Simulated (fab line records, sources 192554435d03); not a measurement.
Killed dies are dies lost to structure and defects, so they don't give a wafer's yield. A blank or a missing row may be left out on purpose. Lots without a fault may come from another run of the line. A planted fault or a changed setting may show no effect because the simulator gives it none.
Chamber matching | flow n5_finfet | N5_BEOL_M8_DESCUM_33 on rie_diel-06: 4 sister chambers
The step chemistry O2, time 7 s. 4 wafers are shown with their chamber, then 8 later ones without.

WAFERS WITH THEIR CHAMBER
wafer  | chamber | drypump_motor_current_A (A)
L086.3 | 3       | 6.6
L086.4 | 1       | 4.8
L086.5 | 0       | 6.3
L091.1 | 2       | 5.4

WAFERS WITHOUT THEIR CHAMBER
wafer  | drypump_motor_current_A (A)
L091.2 | 6.6
L091.3 | 6.2
L093.2 | 4.8
L093.3 | 6.2
L093.4 | 5.5
L097.2 | 6.6
L097.4 | 5.4
L097.5 | 6.6

WHICH CHAMBER EACH WENT THROUGH
wafer  | from the rows above | in truth
L091.2 | 3                   | 3
L091.3 | 0                   | 0
L093.2 | 1                   | 1
L093.3 | 0                   | 0
L093.4 | 2                   | 2
L097.2 | 3                   | 3
L097.4 | 2                   | 2
L097.5 | 3                   | 3
Placed correctly: 8 of 8. Can't be placed from these rows: 0. Placed wrongly: 0.
How it was worked out, from the rows above alone: a wafer's distance from a chamber is the root of the sum, over the readings, of the square of ((its reading less the chamber's mean) divided by the reading's scatter). The wafer belongs to the nearest chamber; if the next one is less than 2 further off, it can't be placed. A chamber's mean is the mean of its shown wafers. The scatter: with one shown wafer a chamber, the root of the mean of the squares of how far each hidden wafer lies from its nearest shown one.
